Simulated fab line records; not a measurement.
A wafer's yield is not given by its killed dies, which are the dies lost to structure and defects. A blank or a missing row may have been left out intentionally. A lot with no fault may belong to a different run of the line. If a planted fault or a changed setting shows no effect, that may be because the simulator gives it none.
Matching of chambers | flow n5Finfet | 4 sister chambers for N5_BEOL_M14_DESCUM_15 on rieDiel-05
The step chemistry O2, time 7.9 s. 24 wafers are shown with their chamber, then 12 later ones without.

WAFERS WITH THEIR CHAMBER
wafer  | chamber | drypumpMotorCurrentA (A) | showerheadPlenumPTorr (Torr) | throttleValvePct (%)
L074.1 | 3       | 5.9                      | 2.02                         | 20.66
L074.3 | 1       | 6.6                      | 2.09                         | 20.32
L074.5 | 1       | 6.6                      | 2.09                         | 20.33
L076.1 | 2       | 6.0                      | 2.16                         | 20.80
L076.2 | 0       | 5.7                      | 2.20                         | 20.58
L076.4 | 3       | 6.0                      | 2.01                         | 20.65
L077.2 | 2       | 6.0                      | 2.16                         | 20.80
L077.5 | 3       | 6.0                      | 2.01                         | 20.66
L077.6 | 0       | 5.7                      | 2.20                         | 20.57
L079.1 | 0       | 5.7                      | 2.20                         | 20.55
L079.3 | 3       | 6.0                      | 2.01                         | 20.68
L079.5 | 2       | 6.0                      | 2.16                         | 20.82
L078.1 | 1       | 6.6                      | 2.09                         | 20.35
L078.4 | 2       | 6.0                      | 2.15                         | 20.83
L078.6 | 3       | 6.0                      | 2.01                         | 20.66
L082.2 | 2       | 6.0                      | 2.15                         | 20.82
L082.3 | 1       | 6.6                      | 2.08                         | 20.36
L082.5 | 0       | 5.7                      | 2.19                         | 20.60
L084.2 | 1       | 6.6                      | 2.08                         | 20.39
L084.4 | 1       | 6.6                      | 2.08                         | 20.39
L084.5 | 3       | 6.0                      | 2.00                         | 20.69
L089.2 | 3       | 6.0                      | 2.00                         | 20.70
L089.3 | 0       | 5.7                      | 2.19                         | 20.62
L089.5 | 1       | 6.6                      | 2.08                         | 20.37

SIGNATURES, as means of the wafers listed above
reading               | chamber 0 | chamber 1 | chamber 2 | chamber 3 | scatter within a chamber
drypumpMotorCurrentA  | 5.700     | 6.600     | 6.000     | 5.986     | 0.0207
showerheadPlenumPTorr | 2.1960    | 2.0843    | 2.1560    | 2.0086    | 0.0059
throttleValvePct      | 20.5840   | 20.3586   | 20.8140   | 20.6714   | 0.0226
Rule: for a wafer and a chamber, the distance is found by dividing, reading by reading, the gap between the wafer's reading and the chamber's mean by the reading's scatter, squaring, summing and taking the root. The wafer belongs to the nearest chamber; if the next one is less than 2 further off, it can't be placed. The scatter is the square root of a quotient: the sum, over the shown wafers, of each reading's squared deviation from its chamber's mean, divided by wafers minus chambers.

WAFERS WITHOUT THEIR CHAMBER
wafer  | drypumpMotorCurrentA (A) | showerheadPlenumPTorr (Torr) | throttleValvePct (%)
L093.3 | 6.1                      | 2.14                         | 20.54
L093.4 | 6.7                      | 2.07                         | 20.39
L093.5 | 6.1                      | 2.15                         | 20.56
L097.1 | 6.6                      | 2.07                         | 20.40
L097.2 | 5.7                      | 2.18                         | 20.63
L097.5 | 5.7                      | 2.18                         | 20.63
L095.4 | 6.6                      | 2.07                         | 20.39
L095.5 | 6.6                      | 2.07                         | 20.41
L095.6 | 6.0                      | 2.14                         | 20.56
L096.2 | 6.6                      | 2.07                         | 20.42
L096.3 | 5.7                      | 2.18                         | 20.64
L096.6 | 6.6                      | 2.07                         | 20.41

EACH ONE'S CHAMBER
wafer  | from the rows above | in truth
L093.3 | 2                   | 2
L093.4 | 1                   | 1
L093.5 | 2                   | 2
L097.1 | 1                   | 1
L097.2 | 0                   | 0
L097.5 | 0                   | 0
L095.4 | 1                   | 1
L095.5 | 1                   | 1
L095.6 | 2                   | 2
L096.2 | 1                   | 1
L096.3 | 0                   | 0
L096.6 | 1                   | 1
Correctly placed: 12 of 12. Can't be placed from these rows: 0. 0 placed wrongly.
